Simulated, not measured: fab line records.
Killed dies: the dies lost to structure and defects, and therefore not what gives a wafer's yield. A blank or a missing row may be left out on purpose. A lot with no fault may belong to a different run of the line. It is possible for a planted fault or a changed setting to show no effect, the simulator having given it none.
A struck lot beside a sound one	flow nand-harc	24 out of 1302 route steps
Sound: the wafers L153.2, L153.5, L153.6. Wafers struck: L146.1, L146.4. Last of all comes the cause.
Order at every step that has rows: each side's tool, ch and its chambers, its first start. Under that, the readings that differ: sound wafers	struck wafers	difference of the means	sigmas: that difference in standard deviations of wafers without a fault.
alike: readings whose means differ by less than 2 such deviations, and words and numbers that are the same on both sides. not compared: withheld readings, readings that some wafer has no value for, bounds like >300 that may hide the same value, and numbers for which the record gives no deviation and whose values overlap.
Wherever a step has rows on one side only, a row that says differs or no value, or a row with sigmas, the two part there. Numbers that have no deviation but don't overlap get no sigmas and don't part them. Lack of a reading on every wafer of one side parts them only where that side has two or more wafers.

NHARC_P_M1_INSPECT_27:
  sound: defect-inspect-01 at day 11 13:05; struck: defect-inspect-02 at day 9 02:52
  alike: raw-defect-count
NHARC_P_M1_PRE_CLEAN_32: time 12 s.
  sound on pecvd-03 ch 0,1,2, day 11 13:10; struck on pecvd-02 ch 0, day 9 03:04
  alike: heater-power-w
NHARC_P_M1_DEP_33: deposits SiCN, target thk 30 nm.
  sound on pecvd-03 ch 0,1,2, day 11 13:14; struck on pecvd-02 ch 0, day 9 03:10
  alike: heater-power-w
then, 8 steps without rows for these wafers: NHARC_P_M2_DEP_00 (deposits SiOC, target thk 182.5 nm); NHARC_P_M2_DEHYDRATE_01 (time 120 s); NHARC_P_M2_HMDS_02 (time 30 s); NHARC_P_M2_COAT_34 (time 65 s); NHARC_P_M2_COAT_03 (resist thk 90 nm); NHARC_P_M2_SOFTBAKE_04 (time 55 s); NHARC_P_M2_EBR_05; NHARC_P_M2_EXPOSE_06 (exposes mask P M2, target cd 170 nm).
NHARC_P_M2_PEB_07: peb time 65 s.
  sound on litho-track-06 ch 0, day 11 14:17; struck on litho-track-04 ch 0, day 9 04:19
then, 1 step without rows for these wafers: NHARC_P_M2_DEVELOP_08 (develop time 35 s).
NHARC_P_M2_CD_MEAS_09 targets a cd of 170 nm.
  sound on cd-sem-03 ch 0, day 11 14:22; struck on cd-sem-03 ch 0, day 9 04:23
reading	sound	struck	difference	sigmas
cd-nm (nm)	172.2 171.2 170.1	186.2 186.4	+15.1	+20
NHARC_P_M2_OVL_MEAS_10: pitch 340 nm.
  sound: overlay-02 at day 11 14:27; struck: overlay-01 at day 9 04:28
  alike: overlay-x-nm, overlay-y-nm
NHARC_P_M2_INSPECT_11:
  sound: defect-inspect-02 at day 11 14:29; struck: defect-inspect-02 at day 9 04:31
  alike: raw-defect-count
NHARC_P_M2_DESCUM_14: chemistry O2, time 3 s.
  sound on rie-diel-09 ch 0,1, day 11 14:34; struck on rie-diel-13 ch 2,3, day 9 04:34
reading	sound	struck	difference	sigmas
model.P_M2.cd-nm (nm)	171 172.1 169.2	186.1 185.8	+15.2	
  alike: chamber-pressure-mTorr, drypump-motor-current-A, oes-product-au, rf-vpp-V, showerhead-plenum-p-Torr, throttle-valve-pct
  not compared: rf-hours-counter-h
NHARC_P_M2_ETCH_35: etches the open film in N2/H2, target depth 40 nm, overetch 12 nm, time 43.94 s.
  sound on rie-diel-09 ch 0,1, day 11 14:38; struck on rie-diel-13 ch 1,2, day 9 04:40
reading	sound	struck	difference	sigmas
oes-product-au (a.u.)	0.951 0.956 0.999	1.024 1.007	+0.047	+3
  alike: chamber-pressure-mTorr, drypump-motor-current-A, rf-vpp-V, showerhead-plenum-p-Torr, throttle-valve-pct
  not compared: rf-hours-counter-h
NHARC_P_M2_ETCH_15: etches the open film in C4F8/Ar, target depth 182.5 nm, time 91.2 s.
  sound on rie-diel-09 ch 0,3; struck on rie-diel-13 ch 0,2
  alike: chamber-pressure-mTorr, oes-product-au, rf-vpp-V
  not compared: rf-hours-counter-h
NHARC_P_M2_CD_MEAS_16:
  sound: cd-sem-03 at day 11 14:52; struck: cd-sem-01 at day 9 04:53
reading	sound	struck	difference	sigmas
cd-nm (nm)	170.9 171.4 168.2	186.2 184.6	+15.2	+13
NHARC_P_M2_STRIP_18: strips in N2/H2.
  sound on rie-diel-13 ch 1,3, day 11 15:00; struck on rie-diel-13 ch 0,1, day 9 04:57
  alike: chamber-pressure-mTorr, drypump-motor-current-A, oes-product-au, rf-vpp-V, showerhead-plenum-p-Torr, throttle-valve-pct
  not compared: rf-hours-counter-h
NHARC_P_M2_ETCH_28: etches the open film in CF4/N2, target depth 30 nm, time 72.99 s.
  sound on rie-diel-13 ch 0,1; struck on rie-diel-13 ch 0,2
reading	sound	struck	difference	sigmas
model.P_M2.cd-nm (nm)	171.5 171.5 169.5	186.5 184.3	+14.6	
  alike: chamber-pressure-mTorr, drypump-motor-current-A, oes-product-au, rf-vpp-V, showerhead-plenum-p-Torr, throttle-valve-pct
  not compared: rf-hours-counter-h
then, 1 step without rows for these wafers: NHARC_P_M2_STRIP_19 (strips in post etch residue remover, time 600 s).
NHARC_END_SORT_01:
  the record has rows for the sound wafers here (prober-01 ch 0, day 29 11:22) and none for the struck ones

## WHERE THEY PART
Last at NHARC_END_SORT_01 as far as this record goes, first at NHARC_P_M2_CD_MEAS_09.

WHY: what the simulator had put in
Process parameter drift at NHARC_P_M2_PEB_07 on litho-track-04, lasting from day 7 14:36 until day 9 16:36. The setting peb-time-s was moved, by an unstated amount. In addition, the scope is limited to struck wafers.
